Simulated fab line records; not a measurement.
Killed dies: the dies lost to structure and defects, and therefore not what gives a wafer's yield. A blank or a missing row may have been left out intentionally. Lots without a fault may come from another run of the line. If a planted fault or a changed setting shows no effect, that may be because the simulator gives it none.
fab line records -- flow n5-finfet -- part 1 of 2: steps 1 to 23 of 31
record lots=5, wafers=15, last-day=16
route steps=1938 shown FIN_SAQP@97
lots with no fault: from the same line, run without faults
start-h: start of the lot's first displayed wafer, in hours after the record's first day -- wait-h: time in hours since the lot's previous step -- " repeats the value in the row above -- L1.1+2: a single row standing in for several wafers -- - value missing, or start not given -- * or withheld: withheld -- < > ~ a bound
route shown NAME@n: NAME is a module with steps in the file, n the number in the route of the first one -- usual: average and standard deviation across the fault-free wafers -- same: alike in all rows -- chamber/n: place in a boat -- sites: each site's reading -- _std_site: standard deviation across them -- _edge_site: outer sites' mean less inner sites' -- radius-mm: how far each site lies from the wafer's centre -- mask NAME#n: copy n -- behind: the tool/chamber that last shaped the wafer -- hold: cause of the lot's hold/its duration in hours/its outcome -- device: transistor that didn't switch, given as n, p or np -- end of line: the same wafers' tests at the end of the route -- for a step that has no rows: nothing shown but its recipe -- killed: the dies lost at the first sort to structure and to defects; this is not the yield of the wafer -- map: dies across one wafer; x = killed, . = not, _ = none there
set.NAME: the setting the step ran with; set.NAME@STEP: the setting that earlier step ran with -- model.NAME: the simulator's own value behind a step, which no gauge read
lots at selected steps of the route; one table per step, one row per wafer
services: from which hour (start-h, from the record's first day; less than 0 if before it) a tool's chamber was out of use, for how many hours, and why
## steps
# step N5_FIN_SAQP_THK_MEAS_05
# usual thk-nm=37.9/0.5
lot.wafer,tool,chamber,start-h,wait-h,thk-nm
L078.2,film-metro-01,-,45.30,0.1,38.2
L078.4,film-metro-01,-,45.30,0.1,38.5
L078.6,film-metro-01,-,45.30,0.1,38.4
L081.2,film-metro-01,-,63.75,0.1,37.9
L081.3,film-metro-01,-,63.75,0.1,37.7
L081.4,film-metro-01,-,63.75,0.1,37.9
L087.3,film-metro-01,-,99.59,0.1,37.5
L087.4,film-metro-01,-,99.59,0.1,37.5
L087.6,film-metro-01,-,99.59,0.1,38.3
L088.1,film-metro-01,-,105.33,0.1,37.8
L088.2,film-metro-01,-,105.33,0.1,37.8
L088.5,film-metro-01,-,105.33,0.1,38.0
L093.2,film-metro-01,-,135.67,0.1,37.0
L093.5,film-metro-01,-,135.67,0.1,37.8
L093.6,film-metro-01,-,135.67,0.1,38.0
# step N5_FIN_SAQP_PECVD_47
# recipe material=a-Si, target-thk-a=450, temp-c=400, precursor=SiH4/He, pressure-torr=3, rf-w=100, time-s=36.3
# usual heater-power-w=853/78, showerhead-plenum-p-Torr=5.68/0.038, throttle-valve-pct=18.6/0.93
lot.wafer,tool,chamber,start-h,wait-h,heater-power-w,showerhead-plenum-p-Torr,throttle-valve-pct
L078.2,pecvd-03,1,45.34,0.0,872,5.68,19.3
L078.4,pecvd-03,1,45.34,0.0,867,5.67,19.3
L078.6,pecvd-03,2,45.34,0.0,735,5.67,17.1
L081.2,pecvd-02,1,63.78,0.0,937,5.70,18.8
L081.3,pecvd-02,2,63.78,0.0,785,5.64,17.5
L081.4,pecvd-02,0,63.78,0.0,899,5.63,19.0
L087.3,pecvd-04,0,99.63,0.0,827,5.66,17.9
L087.4,pecvd-04,0,99.63,0.0,838,5.63,18.2
L087.6,pecvd-04,2,99.63,0.0,934,5.67,17.8
L088.1,pecvd-02,0,105.37,0.0,832,5.67,19.0
L088.2,pecvd-02,1,105.37,0.0,963,5.70,18.8
L088.5,pecvd-02,0,105.37,0.0,847,5.67,19.1
L093.2,pecvd-02,0,135.70,0.0,948,5.66,18.9
L093.5,pecvd-02,2,135.70,0.0,662,5.64,17.6
L093.6,pecvd-02,0,135.70,0.0,932,5.66,19.0
# step N5_FIN_SAQP_PECVD_48
# recipe material=SiNx, target-thk-a=250, temp-c=400, precursor=SiH4/NH3/N2, pressure-torr=1.5, rf-w=300, time-s=22.1
# usual heater-power-w=792/75, showerhead-plenum-p-Torr=5.16/0.053, throttle-valve-pct=40.8/2.1
lot.wafer,tool,chamber,start-h,wait-h,heater-power-w,showerhead-plenum-p-Torr,throttle-valve-pct
L078.2,pecvd-03,1,45.38,0.0,855,5.17,42.4
L078.4,pecvd-03,1,45.38,0.0,816,5.17,42.6
L078.6,pecvd-03,2,45.38,0.0,735,5.17,37.5
L081.2,pecvd-02,1,63.83,0.0,870,5.16,41.5
L081.3,pecvd-02,2,63.83,0.0,629,5.10,38.1
L081.4,pecvd-02,0,63.83,0.0,850,5.12,41.4
L087.3,pecvd-04,0,99.67,0.0,737,5.12,39.3
L087.4,pecvd-04,0,99.67,0.0,715,5.12,39.4
L087.6,pecvd-04,2,99.67,0.0,751,5.13,39.0
L088.1,pecvd-02,0,105.41,0.0,872,5.14,41.4
L088.2,pecvd-02,1,105.41,0.0,848,5.17,41.5
L088.5,pecvd-02,0,105.41,0.0,893,5.11,41.7
L093.2,pecvd-02,0,135.75,0.0,837,5.12,41.6
L093.5,pecvd-02,2,135.75,0.0,699,5.11,38.4
L093.6,pecvd-02,0,135.75,0.0,804,5.13,41.4
# step N5_FIN_SAQP_PECVD_06
# recipe material=a-Si, target-thk-a=600, temp-c=400, precursor=SiH4/He, pressure-torr=3, rf-w=100, time-s=48.1
# usual heater-power-w=861/71, showerhead-plenum-p-Torr=5.68/0.038, throttle-valve-pct=18.6/0.93
lot.wafer,tool,chamber,start-h,wait-h,heater-power-w,showerhead-plenum-p-Torr,throttle-valve-pct
L078.2,pecvd-03,1,45.42,0.0,893,5.69,19.3
L078.4,pecvd-03,1,45.42,0.0,895,5.70,19.5
L078.6,pecvd-03,2,45.42,0.0,795,5.67,17.2
L081.2,pecvd-02,1,63.86,0.0,852,5.69,19.0
L081.3,pecvd-02,2,63.86,0.0,761,5.63,17.3
L081.4,pecvd-02,0,63.86,0.0,806,5.65,18.6
L087.3,pecvd-04,0,99.71,0.0,851,5.64,17.8
L087.4,pecvd-04,0,99.71,0.0,817,5.65,18.1
L087.6,pecvd-04,2,99.71,0.0,902,5.67,18.1
L088.1,pecvd-02,0,105.45,0.0,861,5.65,19.4
L088.2,pecvd-02,1,105.45,0.0,876,5.69,19.0
L088.5,pecvd-02,0,105.45,0.0,842,5.65,18.8
L093.2,pecvd-02,0,135.78,0.0,858,5.66,18.9
L093.5,pecvd-02,2,135.78,0.0,669,5.64,17.5
L093.6,pecvd-02,0,135.78,0.0,883,5.65,18.7
# step N5_FIN_SAQP_THK_MEAS_07
# usual thk-nm=59.8/0.7
lot.wafer,tool,chamber,start-h,wait-h,thk-nm
L078.2,film-metro-01,-,45.51,0.1,59.4
L078.4,film-metro-01,-,45.51,0.1,58.8
L078.6,film-metro-01,-,45.51,0.1,60.9
L081.2,film-metro-02,-,63.95,0.1,59.2
L081.3,film-metro-02,-,63.95,0.1,57.7
L081.4,film-metro-02,-,63.95,0.1,59.4
L087.3,film-metro-01,-,99.80,0.1,59.3
L087.4,film-metro-01,-,99.80,0.1,60.1
L087.6,film-metro-01,-,99.80,0.1,59.5
L088.1,film-metro-02,-,105.54,0.1,59.4
L088.2,film-metro-02,-,105.54,0.1,59.3
L088.5,film-metro-02,-,105.54,0.1,59.8
L093.2,film-metro-02,-,135.87,0.1,60.0
L093.5,film-metro-02,-,135.87,0.1,60.3
L093.6,film-metro-02,-,135.87,0.1,61.1
# step N5_FIN_SAQP_HM_DEP_72
# recipe material=SiO2, target-thk-a=120, temp-c=400, precursor=SiH4/N2O, pressure-torr=0.75, rf-w=275, time-s=7.2
# usual heater-power-w=790/69, showerhead-plenum-p-Torr=8.15/0.075
lot.wafer,tool,chamber,start-h,wait-h,heater-power-w,showerhead-plenum-p-Torr
L078.2,pecvd-04,0,45.55,0.0,662,8.09
L078.4,pecvd-04,1,45.55,0.0,746,8.11
L078.6,pecvd-04,0,45.55,0.0,650,8.09
L081.2,pecvd-03,0,63.99,0.0,811,8.41
L081.3,pecvd-03,1,63.99,0.0,816,8.20
L081.4,pecvd-03,2,63.99,0.0,706,8.19
L087.3,pecvd-02,2,99.83,0.0,719,8.08
L087.4,pecvd-02,0,99.83,0.0,848,8.11
L087.6,pecvd-02,1,99.83,0.0,784,8.21
L088.1,pecvd-04,0,105.57,0.0,735,8.09
L088.2,pecvd-04,1,105.57,0.0,885,8.13
L088.5,pecvd-04,2,105.57,0.0,744,8.17
L093.2,pecvd-02,2,135.91,0.0,751,8.08
L093.5,pecvd-02,1,135.91,0.0,830,8.19
L093.6,pecvd-02,0,135.91,0.0,851,8.11
# step N5_FIN_SAQP_COAT_49
# recipe resist=SOC, temp-c=250, time-s=60, spin-rpm=1500, resist-thk-nm=100
lot.wafer,tool,chamber,start-h,wait-h
L078.2+4+6,litho-track-01,0,45.62,0.1
L081.2+3+4,litho-track-04,0,64.07,0.1
L087.3+4+6,litho-track-01,0,99.91,0.1
L088.1+2+5,litho-track-01,0,105.65,0.1
L093.2+5+6,litho-track-04,0,135.99,0.1
# step N5_FIN_SAQP_COAT_50
# recipe resist=SiARC, temp-c=220, time-s=60, spin-rpm=1500, resist-thk-nm=35
lot.wafer,tool,chamber,start-h,wait-h
L078.2+4+6,litho-track-01,0,-,-
L081.2+3+4,litho-track-04,0,-,-
L087.3+4+6,litho-track-01,0,-,-
L088.1+2+5,litho-track-01,0,-,-
L093.2+5+6,litho-track-04,0,-,-
# step N5_FIN_SAQP_COAT_10
# recipe resist=CAR-ArF, spin-rpm=1500, resist-thk-nm=90
lot.wafer,tool,chamber,start-h,wait-h
L078.2+4+6,litho-track-01,0,-,-
L081.2+3+4,litho-track-04,0,-,-
L087.3+4+6,litho-track-01,0,-,-
L088.1+2+5,litho-track-01,0,-,-
L093.2+5+6,litho-track-04,0,-,-
# step N5_FIN_SAQP_EBR_12
# recipe solvent=PGMEA, ebr-width-mm=1.5
lot.wafer,tool,chamber,start-h,wait-h
L078.2+4+6,litho-track-01,0,-,-
L081.2+3+4,litho-track-04,0,-,-
L087.3+4+6,litho-track-01,0,-,-
L088.1+2+5,litho-track-01,0,-,-
L093.2+5+6,litho-track-04,0,-,-
# step N5_FIN_SAQP_SOFTBAKE_11
# recipe temp-c=110, time-s=60, resist=CAR-ArF
lot.wafer,tool,chamber,start-h,wait-h
L078.2+4+6,litho-track-01,0,-,-
L081.2+3+4,litho-track-04,0,-,-
L087.3+4+6,litho-track-01,0,-,-
L088.1+2+5,litho-track-01,0,-,-
L093.2+5+6,litho-track-04,0,-,-
# step N5_FIN_SAQP_EXPOSE_13
# recipe mask-id=FIN_CORE, na=1.35, source-shape=dipole, sigma-inner=0.538, sigma-outer=0.738, polarization=te, target-cd-nm=35.6, dose-mj=63.25
lot.wafer,tool,chamber,start-h,wait-h,mask
L078.2+4+6,arfi-scanner-01,0,45.87,-,FIN_CORE#0
L081.2+3+4,arfi-scanner-01,0,64.19,-,FIN_CORE#0
L087.3+4+6,arfi-scanner-01,0,100.17,-,FIN_CORE#0
L088.1+2+5,arfi-scanner-01,0,105.77,-,FIN_CORE#0
L093.2+5+6,arfi-scanner-03,0,136.24,-,FIN_CORE#0
# step N5_FIN_SAQP_PEB_14
# recipe peb-temp-c=withheld, peb-time-s=60, resist=CAR-ArF
lot.wafer,tool,chamber,start-h,wait-h
L078.2+4+6,litho-track-04,0,45.93,0.0
L081.2+3+4,litho-track-03,0,64.25,0.0
L087.3+4+6,litho-track-01,0,100.22,0.0
L088.1+2+5,litho-track-03,0,105.83,0.1
L093.2+5+6,litho-track-03,0,136.29,0.0
# step N5_FIN_SAQP_DEVELOP_15
# recipe develop-time-s=30, developer=TMAH, resist=CAR-ArF, dev-temp-c=23, rinse-liquid=diw, dry=air-spin
lot.wafer,tool,chamber,start-h,wait-h
L078.2+4+6,litho-track-04,0,-,-
L081.2+3+4,litho-track-03,0,-,-
L087.3+4+6,litho-track-01,0,-,-
L088.1+2+5,litho-track-03,0,-,-
L093.2+5+6,litho-track-03,0,-,-
# step N5_FIN_SAQP_CD_MEAS_16
# recipe target-cd-nm=35.6, landing-energy-ev=500, detector=se-inlens
# usual cd-nm=35.5/0.32
lot.wafer,tool,chamber,start-h,wait-h,cd-nm
L078.2,cd-sem-02,0,46.00,-,35.0
L078.4,cd-sem-02,0,46.00,-,35.8
L078.6,cd-sem-02,0,46.00,-,35.3
L081.2,cd-sem-03,0,64.32,-,35.4
L081.3,cd-sem-03,0,64.32,-,35.2
L081.4,cd-sem-03,0,64.32,-,35.4
L087.3,cd-sem-02,0,100.29,-,35.6
L087.4,cd-sem-02,0,100.29,-,35.7
L087.6,cd-sem-02,0,100.29,-,35.8
L088.1,cd-sem-03,0,105.89,-,35.2
L088.2,cd-sem-03,0,105.89,-,35.1
L088.5,cd-sem-03,0,105.89,-,35.3
L093.2,cd-sem-01,0,136.36,-,35.1
L093.5,cd-sem-01,0,136.36,-,35.6
L093.6,cd-sem-01,0,136.36,-,35.8
# step N5_FIN_SAQP_OVL_MEAS_17
# recipe points-per-wafer=44
# usual FIN_CORE_OVL=0.6/0.77
lot.wafer,tool,chamber,start-h,wait-h,FIN_CORE_OVL[nm]
L078.2,overlay-02,0,46.03,0.0,1.4
L078.4,overlay-02,0,46.03,0.0,1.5
L078.6,overlay-02,0,46.03,0.0,1.0
L081.2,overlay-01,0,64.35,0.0,-0.1
L081.3,overlay-01,0,64.35,0.0,0.5
L081.4,overlay-01,0,64.35,0.0,0.8
L087.3,overlay-02,0,100.32,0.0,1.8
L087.4,overlay-02,0,100.32,0.0,0.3
L087.6,overlay-02,0,100.32,0.0,1.1
L088.1,overlay-01,0,105.96,0.1,1.4
L088.2,overlay-01,0,105.96,0.1,1.2
L088.5,overlay-01,0,105.96,0.1,2.1
L093.2,overlay-02,0,136.41,0.1,-0.8
L093.5,overlay-02,0,136.41,0.1,1.4
L093.6,overlay-02,0,136.41,0.1,1.1
# step N5_FIN_SAQP_INSPECT_18
# recipe mode=adi, inspect-instrument=brightfield
# usual raw-defect-count=393/100
lot.wafer,tool,chamber,start-h,wait-h,raw-defect-count
L078.2,defect-inspect-02,-,46.06,0.0,391
L078.4,defect-inspect-02,-,46.06,0.0,479
L078.6,defect-inspect-02,-,46.06,0.0,315
L081.2,defect-inspect-01,-,64.38,0.0,348
L081.3,defect-inspect-01,-,64.38,0.0,420
L081.4,defect-inspect-01,-,64.38,0.0,292
L087.3,defect-inspect-02,-,100.35,0.0,725
L087.4,defect-inspect-02,-,100.35,0.0,511
L087.6,defect-inspect-02,-,100.35,0.0,520
L088.1,defect-inspect-02,-,105.99,0.0,388
L088.2,defect-inspect-02,-,105.99,0.0,505
L088.5,defect-inspect-02,-,105.99,0.0,675
L093.2,defect-inspect-02,-,136.44,0.0,224
L093.5,defect-inspect-02,-,136.44,0.0,286
L093.6,defect-inspect-02,-,136.44,0.0,248
# step N5_FIN_SAQP_DESCUM_21
# recipe chemistry=O2, time-s=7.9, source-power-w=50, bias-power-w=20, pressure-mtorr=20, rf-frequency-hz=2.712e+07, temp-c=40, resist=CAR-ArF, o2-flow-sccm=225
# usual bias-power-w=20.02/0.054, drypump-motor-current-A=5.6/0.49, oes-product-au=0.79/0.097, rf-vpp-V=243.2/1.5, showerhead-plenum-p-Torr=2.10/0.074, throttle-valve-pct=20.48/0.29
lot.wafer,tool,chamber,start-h,wait-h,bias-power-w,drypump-motor-current-A,oes-product-au,rf-hours-counter-h,rf-vpp-V,showerhead-plenum-p-Torr,throttle-valve-pct
L078.2,rie-diel-06,3,46.09,0.0,20.03,5.6,0.88,40,242.0,2.03,20.40
L078.4,rie-diel-06,2,46.09,0.0,20.01,5.5,0.75,-,244.3,2.18,20.81
L078.6,rie-diel-06,0,46.09,0.0,19.94,5.7,0.95,-,246.3,2.24,20.17
L081.2,rie-diel-01,2,64.41,0.0,20.02,6.2,0.72,218,243.5,2.15,20.54
L081.3,rie-diel-01,1,64.41,0.0,19.98,5.0,0.76,132,243.0,2.04,21.01
L081.4,rie-diel-01,0,64.41,0.0,19.97,4.7,0.77,-,242.3,2.07,20.12
L087.3,rie-diel-01,0,100.38,0.0,19.96,4.7,0.75,173,243.9,2.07,20.13
L087.4,rie-diel-01,1,100.38,0.0,20.14,5.0,0.75,148,242.1,2.03,21.02
L087.6,rie-diel-01,3,100.38,0.0,19.96,5.4,0.96,-,242.4,2.04,20.14
L088.1,rie-diel-02,3,106.02,0.0,19.95,6.1,0.69,233,244.4,2.05,20.58
L088.2,rie-diel-02,0,106.02,0.0,20.08,5.5,0.96,8,245.6,2.25,20.33
L088.5,rie-diel-02,1,106.02,0.0,20.02,6.4,0.81,-,242.2,2.04,20.26
L093.2,rie-diel-01,0,136.47,0.0,19.98,4.7,0.75,186,243.3,2.06,20.16
L093.5,rie-diel-01,3,136.47,0.0,20.03,5.4,0.92,-,241.8,2.03,20.16
L093.6,rie-diel-01,2,136.47,0.0,20.04,6.2,0.69,-,244.3,2.14,20.58
# step N5_FIN_SAQP_ETCH_51
# recipe chemistry=CF4, target=SiARC, target-depth-a=455, mask-material=CAR-ArF, time-s=75.8, ion-energy-ev=80, pressure-mtorr=40, source-w=545, bias-w=36, Ar_flow_sccm=100, cf4-flow-sccm=100, ends=cleared
# usual drypump-motor-current-A=5.6/0.49, etch-rf-on-time-s=74.9/2.1, oes-product-au=0.68/0.087, rf-vpp-V=184.3/1.2, showerhead-plenum-p-Torr=2.15/0.072, throttle-valve-pct=15.66/0.24
lot.wafer,tool,chamber,start-h,wait-h,drypump-motor-current-A,etch-rf-on-time-s,oes-product-au,rf-hours-counter-h,rf-vpp-V,showerhead-plenum-p-Torr,throttle-valve-pct
L078.2,rie-diel-06,3,46.13,0.0,5.5,71.2,0.76,40,183.2,2.09,15.53
L078.4,rie-diel-06,2,46.13,0.0,5.5,72.7,0.65,-,185.3,2.21,15.89
L078.6,rie-diel-06,0,46.13,0.0,5.7,71.9,0.82,-,186.5,2.28,15.29
L081.2,rie-diel-01,2,64.45,0.0,6.2,75.5,0.60,218,184.9,2.21,15.85
L081.3,rie-diel-01,1,64.45,0.0,5.0,76.5,0.65,132,182.9,2.06,15.90
L081.4,rie-diel-01,0,64.45,0.0,4.7,77.2,0.64,-,184.5,2.13,15.45
L087.3,rie-diel-01,0,100.41,0.0,4.7,76.7,0.64,173,182.4,2.12,15.50
L087.4,rie-diel-01,1,100.41,0.0,5.0,77.2,0.63,148,181.9,2.06,15.92
L087.6,rie-diel-01,3,100.41,0.0,5.3,76.0,0.81,-,183.1,2.11,15.34
L088.1,rie-diel-02,3,106.06,0.0,6.1,76.4,0.59,233,183.8,2.12,15.93
L088.2,rie-diel-02,0,106.06,0.0,5.5,74.4,0.82,8,186.9,2.29,15.41
L088.5,rie-diel-02,1,106.06,0.0,6.3,75.8,0.68,-,182.7,2.08,15.45
L093.2,rie-diel-01,0,136.51,0.0,4.7,77.3,0.62,186,183.5,2.12,15.53
L093.5,rie-diel-01,3,136.51,0.0,5.4,76.7,0.78,-,184.3,2.10,15.35
L093.6,rie-diel-01,2,136.51,0.0,6.2,77.2,0.58,-,186.5,2.20,15.90
# step N5_FIN_SAQP_ETCH_52
# recipe chemistry=N2/H2, target=SOC, target-depth-a=1000, overetch-a=200, mask-material=SiARC, temp-c=40, time-s=150, ion-energy-ev=200, pressure-mtorr=30, source-w=840, bias-w=150, n2-flow-sccm=200, h2-flow-sccm=200, ends=end-point
# usual drypump-motor-current-A=5.6/0.49, oes-product-au=0.71/0.083, rf-vpp-V=524.1/2.6, showerhead-plenum-p-Torr=2.55/0.089, throttle-valve-pct=17.91/0.28
lot.wafer,tool,chamber,start-h,wait-h,drypump-motor-current-A,oes-product-au,rf-hours-counter-h,rf-vpp-V,showerhead-plenum-p-Torr,throttle-valve-pct
L078.2,rie-diel-06,3,46.18,0.0,5.6,0.77,40,522.0,2.49,17.85
L078.4,rie-diel-06,2,46.18,0.0,5.6,0.67,-,527.4,2.65,18.29
L078.6,rie-diel-06,0,46.18,0.0,5.7,0.84,-,528.2,2.71,17.49
L081.2,rie-diel-01,2,64.50,0.0,6.2,0.64,218,525.6,2.61,17.98
L081.3,rie-diel-01,1,64.50,0.0,5.0,0.69,132,521.5,2.46,18.31
L081.4,rie-diel-01,0,64.50,0.0,4.7,0.69,-,524.5,2.55,17.71
L087.3,rie-diel-01,0,100.47,0.0,4.7,0.67,173,524.7,2.54,17.73
L087.4,rie-diel-01,1,100.47,0.0,5.0,0.67,148,521.2,2.46,18.35
L087.6,rie-diel-01,3,100.47,0.0,5.4,0.86,-,522.0,2.47,17.58
L088.1,rie-diel-02,3,106.11,0.0,6.1,0.62,233,523.2,2.49,17.97
L088.2,rie-diel-02,0,106.11,0.0,5.5,0.85,8,528.7,2.72,17.76
L088.5,rie-diel-02,1,106.11,0.0,6.3,0.71,-,520.3,2.46,17.58
L093.2,rie-diel-01,0,136.56,0.0,4.7,0.66,186,524.6,2.54,17.76
L093.5,rie-diel-01,3,136.56,0.0,5.4,0.82,-,522.4,2.47,17.58
L093.6,rie-diel-01,2,136.56,0.0,6.2,0.62,-,525.6,2.60,18.05
# step N5_FIN_SAQP_STRIP_53
# recipe chemistry=N2/H2, temp-c=40, n2-flow-sccm=200, h2-flow-sccm=200, rf-frequency-hz=6e+07
lot.wafer,tool,chamber,start-h,wait-h
L078.2+4+6,rie-diel-06,"3,2,0",46.28,0.0
L081.2+3+4,rie-diel-01,"2,1,0",64.60,0.0
L087.3+4+6,rie-diel-01,"0,1,3",100.57,0.0
L088.1+2+5,rie-diel-02,"3,0,1",106.21,0.0
L093.2+5+6,rie-diel-01,"0,3,2",136.66,0.0
# step N5_FIN_SAQP_HM_OPEN_73
# recipe chemistry=CHF3/O2, target=SiO2, stop-on=a-Si, target-depth-a=120, over-etch-frac=1.8, mask-material=SOC, time-s=16.8, pressure-mtorr=30, source-w=650, bias-w=170, Ar_flow_sccm=200, CHF3_flow_sccm=50, O2_flow_sccm=5, ion-energy-ev=200, ends=end-point
# usual drypump-motor-current-A=5.6/0.49, oes-product-au=0.47/0.055, rf-vpp-V=520/11, showerhead-plenum-p-Torr=2.42/0.085, throttle-valve-pct=18.89/0.24
# same over-etch-frac=1.8
lot.wafer,tool,chamber,start-h,wait-h,drypump-motor-current-A,oes-product-au,rf-hours-counter-h,rf-vpp-V,showerhead-plenum-p-Torr,throttle-valve-pct
L078.2,rie-diel-06,3,46.29,0.0,5.6,0.52,40,515,2.36,18.86
L078.4,rie-diel-06,2,46.29,0.0,5.5,0.45,-,504,2.50,19.20
L078.6,rie-diel-06,0,46.29,0.0,5.7,0.56,-,521,2.58,18.60
L081.2,rie-diel-01,2,64.61,0.0,6.2,0.42,218,520,2.48,19.03
L081.3,rie-diel-01,1,64.61,0.0,5.0,0.46,132,526,2.33,19.17
L081.4,rie-diel-01,0,64.61,0.0,4.7,0.46,-,516,2.39,18.57
L087.3,rie-diel-01,0,100.58,0.0,4.7,0.45,173,516,2.38,18.60
L087.4,rie-diel-01,1,100.58,0.0,5.0,0.45,148,525,2.32,19.21
L087.6,rie-diel-01,3,100.58,0.0,5.4,0.57,-,539,2.37,18.61
L088.1,rie-diel-02,3,106.22,0.0,6.1,0.42,233,514,2.37,19.08
L088.2,rie-diel-02,0,106.22,0.0,5.5,0.57,8,512,2.59,18.74
L088.5,rie-diel-02,1,106.22,0.0,6.4,0.48,-,509,2.35,18.67
L093.2,rie-diel-01,0,136.67,0.0,4.7,0.44,186,516,2.37,18.61
L093.5,rie-diel-01,3,136.67,0.0,5.4,0.56,-,539,2.36,18.62
L093.6,rie-diel-01,2,136.67,0.0,6.2,0.42,-,521,2.47,19.09
# step N5_FIN_SAQP_STRIP_74
# recipe chemistry=CHF3/O2, resist=SiARC, rf-frequency-hz=6e+07
lot.wafer,tool,chamber,start-h,wait-h
L078.2+4+6,rie-diel-06,"3,2,0",46.34,0.0
L081.2+3+4,rie-diel-01,"2,1,0",64.66,0.0
L087.3+4+6,rie-diel-01,"0,1,3",100.63,0.0
L088.1+2+5,rie-diel-02,"3,0,1",106.28,0.0
L093.2+5+6,rie-diel-01,"0,3,2",136.72,0.0
